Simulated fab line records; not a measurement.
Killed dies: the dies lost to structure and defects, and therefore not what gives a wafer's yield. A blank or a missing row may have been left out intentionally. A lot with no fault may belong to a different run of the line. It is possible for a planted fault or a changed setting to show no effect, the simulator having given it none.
Problem report in the 8D (eight disciplines) form, filled by code | flow n5 finfet | the parts of the form that need people (team, actions taken, sign-off) are left out

== 1. THE PROBLEM ==
trench depth nm at N5_BEOL_M3_OCD_MEAS_38 reads a mean of 35.5 nm on 4 wafers of 3 lots; wafers without a fault read 55.3 nm with a standard deviation of 1.2. Relative to the usual mean, that is a shift of -17 standard deviations.
First seen on wafer L838.3, day 9 03:11, on ocd-02. At this step, 23 wafers from 8 lots have a number in the record. Rule for "out", or "out of limits": more than 4 standard deviations from the usual mean. The other wafers with a number count as sound.

== 2. WHAT IT IS, AND WHAT IT ISN'T ==
question                    | is                             | is not
which readings at this step | trench depth nm                | -
which lots                  | L838, L839, L840               | L843, L844, L845, L846, L853
which wafers of those lots  | L838.3, L838.4, L839.4, L840.3 | L838.6, L839.1, L839.2, L840.5
read on which gauges        | ocd-02                         | ocd-01
when                        | from day 9 03:11               | up to then (1 sound wafer); but 18 sound wafers of L839, L840, L843, L844, L845, L846, L853 came after

== 3. SUSPECTS, AND WHAT RULES EACH OUT ==
Counting: any tool at a process step up to the reading remains a suspect provided it ran every lot that is out. Sound lots after the first of them don't rule it out here, since some wafers of a struck lot are sound.
- ruled out: the gauge at N5_BEOL_M3_OCD_MEAS_38. All the wafers that are out were read on ocd-02, but those of them that N5_BEOL_M3_TRENCH_ETCH_37 has rows for are out there too, on other tools.
- rie diel-01 at N5_BEOL_M3_TRENCH_ETCH_37 (etches SiOC in C4F6/O2, target depth 55.555 nm, time 29.2 s): kept. It ran every lot that is out, first L838 (day 9 03:02). Its own readings are out on those wafers: run length s.
Left after counting: rie diel-01 at N5_BEOL_M3_TRENCH_ETCH_37.

== 4. THE CAUSE (what the simulator had put in) ==
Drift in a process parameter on rie diel-01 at N5_BEOL_M3_TRENCH_ETCH_37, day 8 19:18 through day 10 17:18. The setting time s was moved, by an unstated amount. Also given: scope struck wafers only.
After counting, this tool was the only one left.

== 5. THE EFFECT CHAIN, in route order ==
One row per reading whose mean, taken over the struck wafers that have a number, lies over 3 standard deviations from the usual. Scope: only readings with a usual standard deviation given in the record; hours: median across lots of the time from each lot's start at the first step in this table that gives one to its start at this step; sigmas: change in usual standard deviations.
hours | step                      | reading         | usual   | on struck wafers | change | sigmas
0     | N5_BEOL_M3_TRENCH_ETCH_37 | run length s    | 52.5 s  | 41.9             | -10.6  | -24
0     | N5_BEOL_M3_OCD_MEAS_38    | trench depth nm | 55.3 nm | 35.5             | -19.8  | -17
Process steps it contains:
- N5_BEOL_M3_TRENCH_ETCH_37: etches SiOC in C4F6/O2, target depth 55.555 nm, time 29.2 s.
Later measuring or inspecting steps at which every struck wafer that the step has a row for has a number for every such reading, and none has moved that far: N5_BEOL_M4_RC_MEAS_101.

== 6. HOW IT WOULD HAVE BEEN CAUGHT EARLIER ==
The first out-of-limits reading at a measuring or inspecting step in this record came at day 9 03:11, 8 hours after the fault's start at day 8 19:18.
The tool's own readings at N5_BEOL_M3_TRENCH_ETCH_37 were out on every struck wafer that the step has a row for (run length s): an alarm limit on them would have fired on the first of those.
Lots out: 3; of these, L839, L840 started N5_BEOL_M3_TRENCH_ETCH_37 on rie diel-01 after day 9 03:11. A hold on the tool at that time would have spared those 2.
